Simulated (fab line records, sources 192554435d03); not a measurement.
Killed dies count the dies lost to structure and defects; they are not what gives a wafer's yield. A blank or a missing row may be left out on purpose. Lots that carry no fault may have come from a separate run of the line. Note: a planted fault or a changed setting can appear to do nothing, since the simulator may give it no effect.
Matching of chambers | flow n5_finfet | uv_cure-02 running N5_BEOL_M5_CURE_79: 3 sister chambers
The step cures SiCOH lowk, time 240 s. 6 wafers are shown with their chamber, then 12 later ones without.

WAFERS WITH THEIR CHAMBER
wafer  | chamber | wafer_temp_C_max | lamp_power_pct (%)
L078.5 | 1       | 387.3            | 52.33
L078.6 | 1       | 387.4            | 52.45
L086.3 | 0       | 386.6            | 52.23
L086.4 | 0       | 387.4            | 52.17
L089.3 | 2       | 387.0            | 52.34
L089.4 | 2       | 386.4            | 52.33

WAFERS WHOSE CHAMBER IS MISSING
wafer  | wafer_temp_C_max | lamp_power_pct (%)
L091.2 | 386.7            | 52.34
L091.3 | 386.9            | 52.27
L091.5 | 387.0            | 52.29
L093.3 | 387.3            | 52.32
L093.4 | 386.8            | 52.33
L093.5 | 387.2            | 52.39
L096.1 | 386.9            | 52.22
L096.2 | 386.7            | 52.36
L096.3 | 386.7            | 52.21
L096.4 | 387.0            | 52.34
L096.5 | 387.3            | 52.25
L096.6 | 386.4            | 52.43

WHICH CHAMBER EACH WENT THROUGH
wafer  | from the rows above          | in truth
L091.2 | can't be placed: 2 or 1      | 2
L091.3 | can't be placed: 2 or 0 or 1 | 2
L091.5 | can't be placed: 2 or 0 or 1 | 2
L093.3 | can't be placed: 1 or 2 or 0 | 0
L093.4 | can't be placed: 2 or 1      | 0
L093.5 | can't be placed: 1 or 2      | 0
L096.1 | can't be placed: 0 or 2      | 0
L096.2 | can't be placed: 2 or 1      | 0
L096.3 | can't be placed: 0 or 2      | 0
L096.4 | can't be placed: 2 or 1 or 0 | 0
L096.5 | can't be placed: 0 or 2 or 1 | 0
L096.6 | can't be placed: 2 or 1      | 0
Correctly placed: 0 of 12. From these rows, 12 cannot be placed; in 8 the true chamber is one of the candidates. Placed wrongly: 0.
How it was worked out, from the rows above alone: a wafer's distance from a chamber is the root of the sum, over the readings, of the square of ((its reading less the chamber's mean) divided by the reading's scatter). The wafer belongs to the nearest chamber; if the next one is less than 2 further off, it can't be placed. The mean given for a chamber averages the wafers shown for that chamber. The scatter is the square root of a quotient: the sum, over the shown wafers, of each reading's squared deviation from its chamber's mean, divided by wafers minus chambers.
